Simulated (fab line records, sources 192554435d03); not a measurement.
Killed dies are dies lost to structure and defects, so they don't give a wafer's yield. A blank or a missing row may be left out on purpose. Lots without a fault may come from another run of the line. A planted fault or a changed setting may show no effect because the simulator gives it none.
Split-lot experiment | flow n5_finfet | 7 lots, 21 wafers read, on a route of 1938 steps

THE SPLIT
At N5_BEOL_M1_EXPOSE_25 (exposes mask V0, defocus 5 nm, target cd 24 nm), the setting dose_mj was moved away from the recipe's 63 on 10 of the 21 wafers read, by -4.7% to +6.5%. The other wafers ran this setting at the recipe's value.

FROM THE SPLIT TO THE READING: what the file shows between them, 2 steps
- N5_BEOL_M1_PEB_26: peb time 60 s
- N5_BEOL_M1_DEVELOP_27: develop time 30 s

THE READING
cd_nm, in nm, at N5_BEOL_M1_CD_MEAS_28 (target cd y 23.3 nm). Fault-free wafers of this fab line usually give 24.05 nm, standard deviation 0.24 nm.

wafer  | tool, chamber at the split | dose_mj as run | against the recipe | cd_nm, nm | against lot-mates on the recipe
L077.2 | euv_scanner-02, 0          | 63             | recipe             | 23.95     | -
L077.3 | euv_scanner-02, 0          | 61.52          | -2.3%              | 23.56     | -0.43
L077.5 | euv_scanner-02, 0          | 63             | recipe             | 24.04     | -
L079.2 | euv_scanner-02, 0          | 65.1           | +3.3%              | 24.75     | +0.87
L079.4 | euv_scanner-02, 0          | 63             | recipe             | 23.88     | -
L079.6 | euv_scanner-02, 0          | 65.1           | +3.3%              | 24.61     | +0.73
L081.4 | euv_scanner-01, 0          | 63             | recipe             | 24.04     | -
L081.5 | euv_scanner-01, 0          | 60.07          | -4.7%              | 23.18     | -1.15
L081.6 | euv_scanner-01, 0          | 63             | recipe             | 24.62     | -
L083.2 | euv_scanner-02, 0          | 63             | recipe             | 24.14     | -
L083.3 | euv_scanner-02, 0          | 63             | recipe             | 24.25     | -
L083.5 | euv_scanner-02, 0          | 63             | recipe             | 24.02     | -
L084.1 | euv_scanner-02, 0          | 67.1           | +6.5%              | 25.57     | +1.72
L084.4 | euv_scanner-02, 0          | 67.1           | +6.5%              | 25.18     | +1.33
L084.6 | euv_scanner-02, 0          | 63             | recipe             | 23.85     | -
L090.3 | euv_scanner-01, 0          | 63             | recipe             | 23.92     | -
L090.4 | euv_scanner-01, 0          | 66.66          | +5.8%              | 24.63     | +0.71
L090.5 | euv_scanner-01, 0          | 66.66          | +5.8%              | 24.90     | +0.98
L092.1 | euv_scanner-01, 0          | 60.88          | -3.4%              | 23.53     | -0.66
L092.2 | euv_scanner-01, 0          | 60.88          | -3.4%              | 23.03     | -1.16
L092.4 | euv_scanner-01, 0          | 63             | recipe             | 24.19     | -

THE FIT
A straight line over all 21 wafers: cd_nm changes by +0.18 nm for each +1% of dose_mj; r = +0.93; the points scatter about the line by 0.24 nm.
The same after taking each lot's own level away (the mean of its wafers on the recipe; 21 wafers): +0.215 nm for each +1%; r = +0.96; scatter 0.22 nm.
On that fit, the largest move of dose_mj shifts the reading by 1.4 nm.
The lots' own levels span 23.850 to 24.330 nm, that is 2.0 times the standard deviation above.
So the lot-to-lot level changes the slope: the two fits differ.
Check: with one of the wafers moved furthest among these (+6.5%) left out of the fit, the line predicts +1.27 nm for it against its lot-mates. It came out at +1.72 nm against them.

OTHER SPLITS ON THESE WAFERS
These wafers also went through other splits before the reading. Each is held against what the fit with the lots' levels taken away leaves over:
other split on the same wafers           | wafers away from the commonest value | r with cd_nm (lot level and that fit taken away)
N5_HKMG_FIN_DEVELOP_48 develop_time_s    | 7                                    | -0.06
N5_GATE_CUT_COAT_07 spin_rpm             | 6                                    | +0.52
N5_MOL_CONTACT_COAG_COAT_58 spin_rpm     | 5                                    | +0.52
N5_MOL_CONTACT_COAG_CVD_140 target_thk_a | 7                                    | -0.09
N5_BEOL_M0_SAQP_ETCH_106 target_depth_a  | 8                                    | +0.01
N5_BEOL_M0_DEP_125 time_s                | 6                                    | +0.27
N5_BEOL_M1_ILD_DEP_00 time_s             | 5                                    | +0.07

THE FILE'S OWN FIT
cd_nm changes by +0.214 nm for each +1% of dose_mj, r = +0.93.
